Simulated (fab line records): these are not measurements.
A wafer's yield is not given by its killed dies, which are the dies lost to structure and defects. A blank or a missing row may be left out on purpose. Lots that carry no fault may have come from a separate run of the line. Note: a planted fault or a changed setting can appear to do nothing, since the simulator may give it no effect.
What tool caused it? || flow nand harc || 6 lots, 18 wafers sampled, at 2 steps of a route of 1159

WHAT EACH GAUGE READ, for each wafer
NHARC_P_ZERO_WELL_CD_MEAS_24: target cd 720 nm.
{"lot": "L596", "measured": "day 2 14:31", "on": "cd sem-01", "cd nm (nm)": "719.8 721.0 721.8"}
{"lot": "L598", "measured": "day 3 02:28", "on": "cd sem-03", "cd nm (nm)": "720.8 722.3 719.9"}
{"lot": "L601", "measured": "day 3 20:35", "on": "cd sem-03", "cd nm (nm)": "719.5 718.2 717.2"}
{"lot": "L603", "measured": "day 4 08:23", "on": "cd sem-03", "cd nm (nm)": "721.2 719.5 717.7"}
{"lot": "L606", "measured": "day 5 02:20", "on": "cd sem-01", "cd nm (nm)": "721.2 721.1 720.6"}
{"lot": "L609", "measured": "day 5 20:36", "on": "cd sem-02", "cd nm (nm)": "716.6 719.9 715.8"}

TOOL THAT RAN EACH LOT (tool first, then ch and the chambers of the sampled wafers, then the start)
{"lot": "L596", "NHARC_P_ZERO_WELL_EXPOSE_21": "krf scanner-01 ch 0, day 2 14:22"}
{"lot": "L598", "NHARC_P_ZERO_WELL_EXPOSE_21": "krf scanner-02 ch 0, day 3 02:18"}
{"lot": "L601", "NHARC_P_ZERO_WELL_EXPOSE_21": "krf scanner-01 ch 0, day 3 20:26"}
{"lot": "L603", "NHARC_P_ZERO_WELL_EXPOSE_21": "krf scanner-02 ch 0, day 4 08:14"}
{"lot": "L606", "NHARC_P_ZERO_WELL_EXPOSE_21": "krf scanner-02 ch 0, day 5 02:11"}
{"lot": "L609", "NHARC_P_ZERO_WELL_EXPOSE_21": "krf scanner-04 ch 0, day 5 20:27"}
- NHARC_P_ZERO_WELL_EXPOSE_21: exposes mask P NWELL, target cd 720 nm.

THE ANSWER, worked out from the rows above alone
Rule: the lots themselves supply what counts as usual. Put in order of their means at a reading, lots are off if they are a third of the lots or fewer, leave a main group of 4 or more, and stand apart from it by a gap of 3 or more times the standard deviation of the main group's means; of several such gaps the widest counts. Not used: any main group whose means are identical at the precision the tables above print for the reading. A lot without any number at a reading at which 4 lots or more have one is off too. All remaining lots with rows at the step are treated as sound.
None of the lots is off at any reading shown; this tells nothing.

WHAT THE SIMULATOR HAD INSERTED
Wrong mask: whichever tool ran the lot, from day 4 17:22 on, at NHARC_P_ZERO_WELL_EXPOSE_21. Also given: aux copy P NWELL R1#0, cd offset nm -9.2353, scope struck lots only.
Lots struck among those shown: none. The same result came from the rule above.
